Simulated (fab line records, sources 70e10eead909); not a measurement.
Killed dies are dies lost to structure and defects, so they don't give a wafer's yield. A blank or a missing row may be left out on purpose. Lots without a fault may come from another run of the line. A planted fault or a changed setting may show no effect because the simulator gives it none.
Chamber matching | flow nand_harc | NHARC_P_CONTACT_CMP_24 on cmp-04: 4 sister chambers
The step polishes, t overpolish 30 s, target thk 200 nm. 8 wafers are shown with their chamber, then 7 later ones without.

WAFERS WITH THEIR CHAMBER
wafer  | chamber | motor_current_A (A) | time_to_endpoint_s (s)
L758.1 | 3       | 10.9                | 40.7
L758.2 | 2       | 12.0                | 43.1
L758.6 | 1       | 13.6                | 34.4
L760.3 | 3       | 11.1                | 36.0
L760.4 | 1       | 12.9                | 36.1
L760.6 | 0       | 12.1                | 37.8
L761.2 | 2       | 12.0                | 44.6
L761.5 | 0       | 12.4                | 42.5

WAFERS WITHOUT THEIR CHAMBER
wafer  | motor_current_A (A) | time_to_endpoint_s (s)
L761.6 | 12.6                | 36.0
L762.1 | 11.5                | 35.4
L762.4 | 12.4                | 38.4
L762.5 | 13.1                | 35.5
L763.2 | 10.9                | 39.5
L763.3 | 12.4                | 29.2
L763.6 | 12.1                | 43.8

WHICH CHAMBER EACH WENT THROUGH
wafer  | from the rows above          | in truth
L761.6 | can't be placed: 0 or 1 or 2 | 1
L762.1 | can't be placed: 3 or 0 or 2 | 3
L762.4 | can't be placed: 0 or 2      | 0
L762.5 | 1                            | 1
L763.2 | 3                            | 3
L763.3 | can't be placed: 1 or 0      | 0
L763.6 | can't be placed: 2 or 0      | 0
Placed correctly: 2 of 7. Can't be placed from these rows: 5 (the true chamber is among the candidates in 5). Placed wrongly: 0.
How it was worked out, from the rows above alone: a wafer's distance from a chamber is the root of the sum, over the readings, of the square of ((its reading less the chamber's mean) divided by the reading's scatter). The wafer belongs to the nearest chamber; if the next one is less than 2 further off, it can't be placed. A chamber's mean is the mean of its shown wafers. The scatter: the root of (the sum of the squares of (reading less its chamber's mean) over the shown wafers, divided by (wafers less chambers)).
